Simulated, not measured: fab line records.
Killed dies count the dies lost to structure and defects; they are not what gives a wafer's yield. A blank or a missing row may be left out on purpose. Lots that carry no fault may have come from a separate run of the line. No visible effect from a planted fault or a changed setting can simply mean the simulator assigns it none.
Struck lot and sound lot, side by side -- flow nandHarc -- 13 out of 1302 route steps
Sound: the wafers L477.1, L477.3, L477.6. Wafers struck: L463.1, L463.5, L463.6. The cause is given at the end.
For every step that has rows: the tool of each side, followed by ch and its chambers, followed by its first start. Under that, the readings that differ: sound wafers -- struck wafers -- difference of the means -- sigmas: that difference in standard deviations of wafers without a fault.
alike: readings whose means differ by less than 2 such deviations, and words and numbers that are the same on both sides. not compared: withheld readings, readings that some wafer has no value for, bounds like >300 that may hide the same value, and numbers for which the record gives no deviation and whose values overlap.
A row with sigmas, a row that says differs or no value, or rows on one side alone: a step with any of these is where the two part. Numbers that have no deviation but don't overlap get no sigmas and don't part them. A reading missing from all wafers of one side parts the sides only when that side holds two or more wafers.

NHARC_A_STAIRCASE_CMP_472: polishes SiO2.
  sound on cmp-02 ch 1,2,3, day 25 17:42; struck on cmp-03 ch 2,3, day 22 00:16
  alike: motorCurrentA
next, for these wafers, 1 step has no rows: NHARC_A_STAIRCASE_SRD_474.
NHARC_A_STAIRCASE_INSPECT_155:
  struck on defectInspect-02, day 22 00:35; sound on defectInspect-02, day 25 18:01
  alike: rawDefectCount
NHARC_A_SGD_CUT_DEP_00: deposits SiNx, target thk 50 nm.
  sound on pecvd-04 ch 0,2, day 25 18:05; struck on pecvd-03 ch 0,1, day 22 00:43
  alike: heaterPowerW, rfFwdPowerW
then, 7 steps without rows for these wafers: NHARC_A_SGD_CUT_DEHYDRATE_01 (time 120 s); NHARC_A_SGD_CUT_HMDS_02 (time 30 s); NHARC_A_SGD_CUT_COAT_56 (time 75 s); NHARC_A_SGD_CUT_COAT_57 (time 65 s); NHARC_A_SGD_CUT_COAT_03 (resist thk 90 nm); NHARC_A_SGD_CUT_SOFTBAKE_04 (time 55 s); NHARC_A_SGD_CUT_EBR_05.
NHARC_A_SGD_CUT_EXPOSE_06: exposes mask SGD.
  sound on arfiScanner-01 ch 0, day 25 18:40; struck on arfiScanner-03, day 22 01:16
  no value came back on the struck wafers for exposureDoseMJCm2, focusOffsetNm (nm), stageVelMmS (mm/s); on the sound wafers exposureDoseMJCm2 reads 85.77 85.63 85.64
  alike: mask
then, 1 step without rows for these wafers: NHARC_A_SGD_CUT_PEB_07 (peb time 65 s).

WHERE THEY PART
Only at NHARC_A_SGD_CUT_EXPOSE_06, within this record.

WHY: whatever the simulator had introduced
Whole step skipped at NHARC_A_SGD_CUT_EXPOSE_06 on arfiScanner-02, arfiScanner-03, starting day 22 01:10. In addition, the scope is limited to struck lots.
